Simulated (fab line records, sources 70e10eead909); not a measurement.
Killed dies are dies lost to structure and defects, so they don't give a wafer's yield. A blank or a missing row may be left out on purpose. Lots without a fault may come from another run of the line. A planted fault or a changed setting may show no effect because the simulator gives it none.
A struck lot beside a sound one | flow nand_harc | 14 steps out of a route of 1159
Sound: wafers L711.2, L711.4, L711.5. Struck: wafer L725.6. (L725.2 of the same lot was not struck and is left out.) The cause comes at the end.
At each step with rows: each side's tool, then ch and its chambers, then its first start. Under that, the readings that differ: sound wafers | struck wafers | difference of the means | sigmas: that difference in standard deviations of wafers without a fault.
alike: readings whose means differ by less than 2 such deviations, and words and numbers that are the same on both sides. not compared: withheld readings, readings that some wafer has no value for, bounds like >300 that may hide the same value, and numbers for which the record gives no deviation and whose values overlap.
The two part at a step that has a row with sigmas, a row that says differs or no value, or rows on one side only. Numbers that don't overlap but have no deviation are shown without sigmas and don't part them. A reading that every wafer of one side lacks parts them only if that side has two wafers or more.

first, 1 step without rows for these wafers: NHARC_A_STAIRCASE_HARDBAKE_185 (time 140 s).
NHARC_A_STAIRCASE_DESCUM_186: chemistry O2, time 3 s.
  sound on rie_diel-11 ch 0,2,3, day 11 10:38; struck on rie_diel-11 ch 3, day 14 15:49
  alike: drypump_motor_current_A, oes_product_au, rf_vpp_V, showerhead_plenum_p_Torr, throttle_valve_pct
  not compared: rf_hours_counter_h
then, 1 step without rows for these wafers: NHARC_A_STAIRCASE_TRIM_187 (chemistry O2, time 211.2 s).
NHARC_A_STAIRCASE_ETCH_188: etches the open film in C4F8/O2, target depth 100 nm, time 40.5 s.
  sound on rie_diel-11 ch 2,3; struck on rie_diel-11 ch 1
  reading               | sound             | struck | difference | sigmas
  oes_product_au (a.u.) | 0.939 0.921 0.932 | 0.972  | +0.041     | +3
  rf_vpp_V (V)          | 901 905 905       | 889    | -15        | -3
  alike: rf_fwd_power_W, run_length_s
  not compared: rf_hours_counter_h
NHARC_A_STAIRCASE_TRIM_189: chemistry O2, time 211.2 s.
  sound on rie_diel-11 ch 0,2,3; struck on rie_diel-11 ch 3
  alike: drypump_motor_current_A, oes_product_au, rf_vpp_V, showerhead_plenum_p_Torr, throttle_valve_pct
  not compared: rf_hours_counter_h
then, 1 step without rows for these wafers: NHARC_A_STAIRCASE_ETCH_190 (etches the open film in C4F8/O2, target depth 100 nm, time 40.5 s).
NHARC_A_STAIRCASE_TRIM_191: chemistry O2, time 211.2 s.
  sound on rie_diel-11 ch 1,2; struck on rie_diel-11 ch 3
  alike: drypump_motor_current_A, oes_product_au, rf_vpp_V, showerhead_plenum_p_Torr, throttle_valve_pct
  not compared: rf_hours_counter_h
then, 4 steps without rows for these wafers: NHARC_A_STAIRCASE_ETCH_192 (etches the open film in C4F8/O2, target depth 100 nm, time 40.5 s); NHARC_A_STAIRCASE_TRIM_193 (chemistry O2, time 211.2 s); NHARC_A_STAIRCASE_ETCH_194 (etches the open film in C4F8/O2, target depth 100 nm, time 40.5 s); NHARC_A_STAIRCASE_TRIM_196 (chemistry O2, time 211.2 s).
NHARC_A_STAIRCASE_ETCH_197: etches the open film in C4F8/O2, target depth 100 nm, time 40.5 s.
  sound on rie_diel-04 ch 0,1,3, day 11 12:42; struck on rie_diel-11 ch 1, day 14 17:14
  reading          | sound          | struck | difference | sigmas
  run_length_s (s) | 62.0 62.2 61.6 | 51.0   | -10.9      | -26
  alike: oes_product_au, rf_vpp_V
  not compared: rf_fwd_power_W, rf_hours_counter_h
NHARC_A_STAIRCASE_TRIM_198: chemistry O2, time 211.2 s.
  sound on rie_diel-04 ch 0,1,2; struck on rie_diel-11 ch 0
  alike: drypump_motor_current_A, oes_product_au, rf_vpp_V, showerhead_plenum_p_Torr, throttle_valve_pct
  not compared: rf_hours_counter_h
-- the record jumps here: 8 days lie between the struck wafers' starts before and after (it left off in module A_STAIRCASE and takes up again in module END, whose first step shown is number 1159 of the route) --
NHARC_END_SORT_01:
  the record has rows for the struck wafers here (prober-02 ch 0, day 22 19:26) and none for the sound ones

WHERE THEY PART
First at NHARC_A_STAIRCASE_ETCH_188; last, within this record, at NHARC_END_SORT_01.

WHY: what the simulator had put in
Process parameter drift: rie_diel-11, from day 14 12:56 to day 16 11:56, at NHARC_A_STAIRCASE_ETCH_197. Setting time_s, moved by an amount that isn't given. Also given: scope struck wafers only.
